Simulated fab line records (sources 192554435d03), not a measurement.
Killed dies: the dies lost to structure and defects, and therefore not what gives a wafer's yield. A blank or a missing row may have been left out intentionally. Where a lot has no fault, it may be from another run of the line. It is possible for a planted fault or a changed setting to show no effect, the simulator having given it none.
Problem report in the 8D (eight disciplines) form, filled by code | flow n5 finfet | the parts of the form that need people (team, actions taken, sign-off) are left out

## 1. THE PROBLEM
A mean of 157.5 W is read at N5_BEOL_M6_ETCH_66 for bias w, taken on 1 wafer of 1 lot, against 150.0 W (standard deviation 0.42) on wafers free of any fault. Relative to the usual mean, that is a shift of +18 standard deviations.
The step: etches SOC in N2/H2, target depth 80 nm, overetch 16 nm, time 120 s.
First observed at day 13 18:35: wafer L635.6, on rie diel-05. The record has a number at this step for 27 wafers belonging to 9 lots. Rule for "out" (also "out of limits"): further than 4 standard deviations from the usual mean. Any other wafer with a number is counted as sound.

## 2. WHAT THIS IS AND IS NOT
question                    | is                | is not
which readings at this step | bias w, rf vpp V  | drypump motor current A, oes product au, showerhead plenum p Torr, temp c, throttle valve pct
which lots                  | L635              | L619, L621, L622, L624, L627, L628, L639, L640
which wafers of those lots  | L635.6            | L635.3, L635.4
read on which tools         | rie diel-05       | rie diel-01, rie diel-03
when                        | from day 13 18:35 | up to then (20 sound wafers); but 6 sound wafers of L639, L640 came after

## 3. SUSPECTS, AND WHAT RULES EACH OUT
Counting: any tool at a process step up to the reading remains a suspect provided it ran every lot that is out. Sound lots after the first of them don't rule it out here, since some wafers of a struck lot are sound.
- rie diel-05 at N5_BEOL_M6_ETCH_65 (etches SiARC in CF4, target depth 15.6 nm, time 26 s): kept. The lot that is out, L635, ran on it at day 13 18:33; the last sound lot it ran before that was L627, at day 11 16:53.
- rie diel-05 at N5_BEOL_M6_ETCH_66 (etches SOC in N2/H2, target depth 80 nm, overetch 16 nm, time 120 s): kept. The lot that is out, L635, ran on it at day 13 18:35; the last sound lot it ran before that was L627, at day 11 16:55. Its own readings are out on those wafers: bias w, rf vpp V.
- At N5_BEOL_M6_ETCH_65, inside rie diel-05: chamber 2 took the wafers that are out, while their sound lot-mates went through chambers 0, 1.
- At N5_BEOL_M6_ETCH_66, inside rie diel-05: chamber 2 took the wafers that are out, while their sound lot-mates went through chambers 0, 1.
The count leaves rie diel-05 at N5_BEOL_M6_ETCH_66 and rie diel-05 at N5_BEOL_M6_ETCH_65.

## 4. THE CAUSE (what the simulator had put in)
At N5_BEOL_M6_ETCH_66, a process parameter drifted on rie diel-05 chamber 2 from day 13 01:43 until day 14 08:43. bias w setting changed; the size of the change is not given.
Counting leaves 2 suspects; this tool is one of them.

## 5. THE EFFECT CHAIN, in route order
One row per reading whose mean, taken over the struck wafers that have a number, lies over 3 standard deviations from the usual. Readings are gone through only where the record gives a usual standard deviation; hours: the median, over the lots, of the time from a lot's start at the first step in this table giving one to that lot's start at this step; sigmas: the change measured in usual standard deviations.
hours | step               | reading  | usual   | on struck wafers | change | sigmas
0     | N5_BEOL_M6_ETCH_66 | bias w   | 150.0 W | 157.5            | +7.5   | +18
0     | N5_BEOL_M6_ETCH_66 | rf vpp V | 525.1 V | 543.2            | +18.1  | +8.6
Process steps it contains:
- N5_BEOL_M6_ETCH_66: etches SOC in N2/H2, target depth 80 nm, overetch 16 nm, time 120 s.

## 6. WHAT WOULD HAVE CAUGHT IT SOONER
17 hours passed between the start of the fault at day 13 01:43 and the first reading out of limits in this record, taken at day 13 18:35.
